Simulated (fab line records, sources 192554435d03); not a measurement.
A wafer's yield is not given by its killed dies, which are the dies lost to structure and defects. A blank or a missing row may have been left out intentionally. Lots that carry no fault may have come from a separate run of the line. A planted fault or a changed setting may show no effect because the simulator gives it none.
Matching of chambers :: flow n5_finfet :: N5_BEOL_M7_ALD_77 on ald_metal-04: 4 sister chambers
The step deposits TaN, target thk 2 nm, pulse time 2 s, purge time 3 s. 4 wafers are shown with their chamber, then 8 later ones without.

== EACH WAFER AND ITS CHAMBER ==
wafer: L080.6
chamber: 0
heater_power_w (W): 370

wafer: L083.1
chamber: 1
heater_power_w (W): 438

wafer: L083.4
chamber: 2
heater_power_w (W): 370

wafer: L090.1
chamber: 3
heater_power_w (W): 433

== WAFERS WHOSE CHAMBER IS MISSING ==
wafer: L090.4
heater_power_w (W): 370

wafer: L090.5
heater_power_w (W): 443

wafer: L096.1
heater_power_w (W): 363

wafer: L096.2
heater_power_w (W): 443

wafer: L096.3
heater_power_w (W): 434

wafer: L095.1
heater_power_w (W): 376

wafer: L095.2
heater_power_w (W): 379

wafer: L095.4
heater_power_w (W): 448

== EACH ONE'S CHAMBER ==
wafer: L090.4
from the rows above: can't be placed: 0 or 2
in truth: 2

wafer: L090.5
from the rows above: can't be placed: 1 or 3
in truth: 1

wafer: L096.1
from the rows above: can't be placed: 0 or 2
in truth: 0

wafer: L096.2
from the rows above: can't be placed: 1 or 3
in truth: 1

wafer: L096.3
from the rows above: can't be placed: 3 or 1
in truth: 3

wafer: L095.1
from the rows above: can't be placed: 0 or 2
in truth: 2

wafer: L095.2
from the rows above: can't be placed: 0 or 2
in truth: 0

wafer: L095.4
from the rows above: can't be placed: 1 or 3
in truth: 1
0 of 8 placed correctly. These rows do not allow placing 8 (true chamber among the candidates in 8). Number placed wrongly: 0.
How it was worked out, from the rows above alone: a wafer's distance from a chamber is the root of the sum, over the readings, of the square of ((its reading less the chamber's mean) divided by the reading's scatter). The wafer belongs to the nearest chamber; if the next one is less than 2 further off, it can't be placed. Each chamber's mean is taken over the wafers shown for it. The scatter: root of mean squared gap, hidden wafer to nearest shown wafer, with one shown wafer a chamber.
